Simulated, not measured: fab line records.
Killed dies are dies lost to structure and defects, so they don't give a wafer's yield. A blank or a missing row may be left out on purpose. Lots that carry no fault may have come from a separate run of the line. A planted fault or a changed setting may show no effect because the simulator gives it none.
Matching of chambers	flow nand harc	NHARC_A_STAIRCASE_DEP_280 on pecvd-04: 3 sister chambers
The step deposits SiON, target thk 30 nm. 16 wafers are shown with their chamber, then 8 later ones without.

== WAFERS WITH THEIR CHAMBER ==
wafer	chamber	heater power w (W)
L074.4	2	989
L074.5	1	729
L074.6	0	745
L079.1	0	730
L079.2	2	955
L079.4	1	683
L084.2	1	741
L084.5	0	656
L084.6	2	1007
L086.3	0	766
L086.4	1	765
L086.6	0	769
L088.2	2	1034
L088.4	2	1079
L088.5	0	715
L091.3	1	748

SIGNATURES (means of the wafers above)
reading	chamber 0	chamber 1	chamber 2	scatter within a chamber
heater power w	730.17	733.20	1012.80	40.5
Rule: for a wafer and a chamber, the distance is found by dividing, reading by reading, the gap between the wafer's reading and the chamber's mean by the reading's scatter, squaring, summing and taking the root. The wafer belongs to the nearest chamber; if the next one is less than 2 further off, it can't be placed. The scatter is the square root of a quotient: the sum, over the shown wafers, of each reading's squared deviation from its chamber's mean, divided by wafers minus chambers.

== WAFERS WITH NO CHAMBER GIVEN ==
wafer	heater power w (W)
L091.4	961
L091.6	763
L093.2	941
L093.5	637
L093.6	669
L095.2	771
L095.4	890
L095.6	735

== WHICH CHAMBER EACH ONE RAN IN ==
wafer	from the rows above	in truth
L091.4	2	2
L091.6	can't be placed: 1 or 0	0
L093.2	2	2
L093.5	can't be placed: 0 or 1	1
L093.6	can't be placed: 0 or 1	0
L095.2	can't be placed: 1 or 0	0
L095.4	can't be placed: 2 or 1 or 0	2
L095.6	can't be placed: 1 or 0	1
Correctly placed: 2 of 8. From these rows, 6 cannot be placed; in 6 the true chamber is one of the candidates. Placed wrongly: 0.
